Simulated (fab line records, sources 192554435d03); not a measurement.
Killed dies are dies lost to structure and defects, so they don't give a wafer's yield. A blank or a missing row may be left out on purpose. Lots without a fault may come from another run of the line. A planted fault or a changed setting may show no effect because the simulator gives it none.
fab line records | flow n5_finfet
record lots=4 wafers=12 last_day=18
route steps=1938 shown BEOL_M11@1592 BEOL_M12@1602 PASSIVATION@1936
lots that met no fault: from a run of the same line without faults
start_h: hours from the record's first day to the start of the lot's first wafer shown | wait_h: hours since the lot's step before | " the same as in the row above | L1.1+2: a row that stands for several wafers | - no value, or no start given | * or withheld: withheld | < > ~ a bound
route shown NAME@n: a module of which the file shows steps, and the number in the route of the first | usual: mean/standard deviation of fault-free wafers | same: alike in all rows | chamber/n: place in a boat | sites: the reading at each site | _std_site: their standard deviation | _edge_site: outer sites' mean less inner sites' | radius_mm: how far each site lies from the wafer's centre | mask NAME#n: copy n | behind: the tool/chamber that last shaped the wafer | hold: why the lot was held/for how many hours/how that ended | device: the transistor (n, p or np) that didn't switch | end of line: the same wafers' tests at the end of the route | a step without rows: its recipe alone | killed: dies lost to structure and defects at the first sort, not the wafer's yield | map: a wafer's dies, x killed, . not, _ none there
set.NAME: the setting as run; set.NAME@STEP: as run at that earlier step | model.NAME: the simulator's own value behind a step, which no gauge read
lots at some steps of the route; a table a step, a row a wafer
services: from which hour (start_h, from the record's first day; less than 0 if before it) a tool's chamber was out of use, for how many hours, and why
## steps
# step N5_BEOL_M11_CVD_75
# recipe material=Co target_thk_a=20 temp_c=withheld precursor=CCTBA/H2 pressure_torr=30 time_s=138.9
# step N5_BEOL_M11_SPUTTER_48
# recipe material=Cu target_thk_a=120 temp_c=-20 bias_v=60 power_w=26000 chamber_pressure_pa=0.13 time_s=2
# step N5_BEOL_M11_ECD_50
# recipe material=Cu target_thk_a=3180
# step N5_BEOL_M11_ANNEAL_51
# recipe temp_c=225 time_s=90 ambient=N2
# step N5_BEOL_M11_CMP_52
# recipe stop_on=SiCOH_lowk t_overpolish_s=7 down_force_psi=1 platen_rpm=50 clearing_platen_down_force_psi=1.5 clearing_platen_rpm=50 post_cmp_clean=cu_alkaline target_thk_nm=140 clearing_platen_pad_velocity_m_s=0.99484 pad_velocity_m_s=0.99484
# step N5_BEOL_M11_PRE_CLEAN_55
# recipe gas=NH3 time_s=15 temp_c=withheld rf_power_w=300
# step N5_BEOL_M11_DEP_56
# recipe material=SiCN target_thk_a=300 temp_c=withheld precursor=3MS/NH3 pressure_torr=3 rf_w=675 time_s=10.5
# step N5_BEOL_M12_ILD_DEP_00
# recipe material=SiOC target_thk_a=6589.2 temp_c=350 precursor=DEMS/O2 pressure_torr=5 rf_w=500 time_s=130.7
# step N5_BEOL_M12_COAT_58
# recipe resist=BARC temp_c=205 time_s=60 spin_rpm=1500 resist_thk_nm=89
# usual spin_speed_rpm=1500.1/0.87
# columns lot.wafer tool chamber start_h wait_h spin_speed_rpm model.BARC_of_BEOL_M12_COAT_58.thk_nm
L289.1 litho_track-05 0 342.87 0.0 1498.8 89.2
L289.4 " 0 " " 1500.6 89.2
L289.5 " 0 " " 1501.7 89
L293.3 litho_track-05 0 363.20 0.0 1624.7 85.4
L293.5 " 0 " " 1624.1 85.4
L293.6 " 0 " " 1624.7 85.4
L294.2 litho_track-05 0 373.01 0.0 1624.4 86
L294.5 " 0 " " 1625.5 85.6
L294.6 " 0 " " 1625.8 85.4
L298.1 litho_track-01 0 386.76 0.0 1500.4 89.4
L298.2 " 0 " " 1499.7 89.2
L298.3 " 0 " " 1501.6 89
# step N5_BEOL_M12_COAT_04
# recipe spin_rpm=1625 resist_thk_nm=400
# step N5_BEOL_M12_EBR_06
# recipe solvent=PGMEA ebr_width_mm=1.5
# step N5_BEOL_M12_SOFTBAKE_05
# recipe temp_c=130 time_s=60
# step N5_BEOL_M12_EXPOSE_07
# recipe mask_id=V11 na=0.93 source_shape=conventional sigma_outer=0.6 polarization=unpolarized attpsm_phase_deg=180 dose_mj=32.5
# step N5_BEOL_M12_PEB_08
# recipe peb_temp_c=130 peb_time_s=90
# step N5_BEOL_M12_DEVELOP_09
# recipe develop_time_s=45 rinse_liquid=diw dry=air_spin dev_temp_c=21
# step N5_BEOL_M12_HARDBAKE_14
# recipe temp_c=130 time_s=120
# step N5_BEOL_M12_DESCUM_15
# recipe chemistry=O2 time_s=7.9 source_power_w=50 bias_power_w=20 pressure_mtorr=20 rf_frequency_hz=2.712e+07 temp_c=40 o2_flow_sccm=225
# step N5_BEOL_M12_ETCH_59
# recipe chemistry=N2/H2 target=BARC target_depth_a=890 overetch_a=267 time_s=67.9 ion_energy_ev=200 pressure_mtorr=30 source_w=840 bias_w=150 n2_flow_sccm=200 h2_flow_sccm=200
# usual drypump_motor_current_A=5.7/0.42 oes_product_au=0.71/0.064 rf_vpp_V=524.8/2.2 showerhead_plenum_p_Torr=2.57/0.071 throttle_valve_pct=17.75/0.2
# columns lot.wafer tool chamber start_h wait_h drypump_motor_current_A oes_product_au rf_hours_counter_h rf_vpp_V showerhead_plenum_p_Torr throttle_valve_pct model.etch.depth_nm
L289.1 rie_diel-06 0 343.61 0.0 5.4 0.84 8 529.3 2.70 17.53 89.14
L289.4 " 1 " " 6.5 0.73 55 525.0 2.57 17.45 89.18
L289.5 " 2 " " 6.4 0.73 - 524.9 2.56 17.55 89.02
L293.3 rie_diel-04 3 363.81 0.0 5.3 0.73 33 522.8 2.48 17.76 85.45
L293.5 " 2 " " 5.9 0.62 - 526.1 2.63 17.90 85.38
L293.6 " 1 " " 5.4 0.72 - 524.6 2.61 17.98 85.5
L294.2 rie_diel-06 2 373.53 0.0 6.4 0.71 77 525.9 2.56 17.57 85.91
L294.5 " 3 " " 5.7 0.66 - 524.8 2.58 17.66 85.54
L294.6 " 0 " " 5.3 0.79 - 529.3 2.69 17.53 85.37
L298.1 rie_diel-06 3 387.29 0.0 5.7 0.68 89 524.5 2.57 17.65 89.32
L298.2 " 0 " " 5.4 0.80 21 528.8 2.69 17.57 89.18
L298.3 " 2 " " 6.4 0.72 81 525.0 2.55 17.58 88.96
# step N5_BEOL_M12_VIA_ETCH_16
# recipe chemistry=C4F8/O2/Ar target=SiOC pressure_mtorr=30 source_w=3000 bias_w=700 Ar_flow_sccm=400 C4F8_flow_sccm=15 O2_flow_sccm=8 he_inner_torr=15 he_outer_torr=30 target_depth_a=7248 time_s=withheld ion_energy_ev=250 ends=cleared
# step N5_BEOL_M12_STRIP_63
# recipe chemistry=N2/H2 power_w=1000 temp_c=250 h2_frac=0.65 overash_fraction=0.3 pressure_mtorr=1000 n2_flow_sccm=1750 h2_flow_sccm=3250
# step N5_BEOL_M12_STRIP_64
# recipe chemistry=N2/H2 power_w=1000 temp_c=250 h2_frac=0.65 overash_fraction=0.3 pressure_mtorr=withheld n2_flow_sccm=1750 h2_flow_sccm=3250
# usual drypump_motor_current_A=5.7/0.5 heater_power_w=347/19 oes_product_au=0.715/0.0045 strip_time_to_endpoint_s=31.34/0.071
# columns lot.wafer tool chamber start_h wait_h drypump_motor_current_A heater_power_w oes_product_au rf_hours_counter_h strip_time_to_endpoint_s
L289.1 plasma_asher-02 1 343.92 0.0 5.4 350 0.719 132 31.37
L289.4 " 1 " " 5.5 353 0.724 - 31.37
L289.5 " 0 " " 5.8 324 0.713 - 31.34
L293.3 plasma_asher-01 0 364.14 0.0 5.1 378 0.714 - 30.29
L293.5 " 0 " " 5.1 384 0.712 - 30.26
L293.6 " 1 " " 6.4 333 0.713 - 30.31
L294.2 plasma_asher-01 0 373.84 0.0 5.1 380 0.718 103 30.43
L294.5 " 0 " " 5.1 371 0.719 - 30.32
L294.6 " 1 " " 6.4 342 0.715 - 30.27
L298.1 plasma_asher-02 0 387.60 0.0 5.8 334 0.718 141 31.41
L298.2 " 1 " " 5.5 344 0.715 141 31.36
L298.3 " 0 " " 5.8 325 0.714 - 31.29
# step N5_BEOL_M12_STRIP_71
# recipe chemistry=post_etch_residue_remover time_s=60 temp_c=25 remover_ph=withheld remover_water_wt_pct=withheld remover_fluoride_wt_pct=withheld
# step N5_PASSIVATION_PROBE_49
# usual defect_limited_yield=91.1/1.3 killed_at_M0_to_M3=32/9.7 killed_at_M4_up=16/6 killed_at_contacts=12/5.9 killed_at_front_end=41/11 killed_at_other=4/3.1 killed_dies=104/16 killed_on_rim=14/4 killed_open=68/12 killed_short=34/7.4 sort_bin_5_function=5.1/0.85 sort_bin_6_memory=3.3/0.66 sort_bin_8_speed=0.1/0.53 sort_n_pass=1075/16 sort_yield_pct=91.1/1.4
# same gross_dies=1180 killed_at_back_side=0 sort_bin_4_leakage[%]=0
# columns lot.wafer tool chamber start_h wait_h defect_limited_yield[%] killed_at_M0_to_M3 killed_at_M4_up killed_at_contacts killed_at_front_end killed_at_other killed_dies killed_on_rim killed_open killed_short sort_bin_5_function[%] sort_bin_6_memory[%] sort_bin_8_speed[%] sort_n_pass sort_yield_pct[%]
L294.5 prober-01 - 413.14 0.2 91.9 31 9 11 42 2 95 15 57 34 5.0 2.5 0 1085 91.9
# killed by level:class
L294.5 BEOL_M0_SAQP:geometric_particle:open=12 STI_FIN_REVEAL:geometric_particle:open=8 MOL_CONTACT_COAG:geometric_particle:open=8 BEOL_M0_SAQP:geometric_particle:short=7 BEOL_M3:geometric_particle:open=6 ILD0:geometric_particle:short=5 FIN_CUT:geometric_particle:short=4 STI_FIN_REVEAL:geometric_particle:short=4
## services
# columns tool chamber start_h hours kind
plasma_asher-02 - 346.46 2.8 pm
## key
first_sign step=N5_BEOL_M12_COAT_58 reading=spin_speed_rpm direction=up sigmas=99+ usual=* struck=*
effect step=N5_BEOL_M12_STRIP_64 reading=strip_time_to_endpoint_s direction=down sigmas=14 usual=* struck=*
model_effect step=N5_BEOL_M12_COAT_58 value=BARC_of_BEOL_M12_COAT_58.thk_nm without=89 struck=85.53
model_effect step=N5_BEOL_M12_ETCH_59 value=etch.depth_nm without=89 struck=85.53
met_at N5_BEOL_M12_COAT_58
struck_wafers L293.3,L293.5,L293.6,L294.2,L294.5,L294.6
baseline_loss step=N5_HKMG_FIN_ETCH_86 wafers=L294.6
onset_between 342.87 363.20
fault kind=process_parameter_drift tool=litho_track-05 chamber=- onset_h=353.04 steps=N5_BEOL_M12_COAT_58 channel=spin_rpm offset=* shape=step end_h=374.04 acts_in=* stated=*
# baseline_loss: these wafers lose ten dies or more at that step, a loss of the line's own and not of a fault; the sort's usual values leave them out
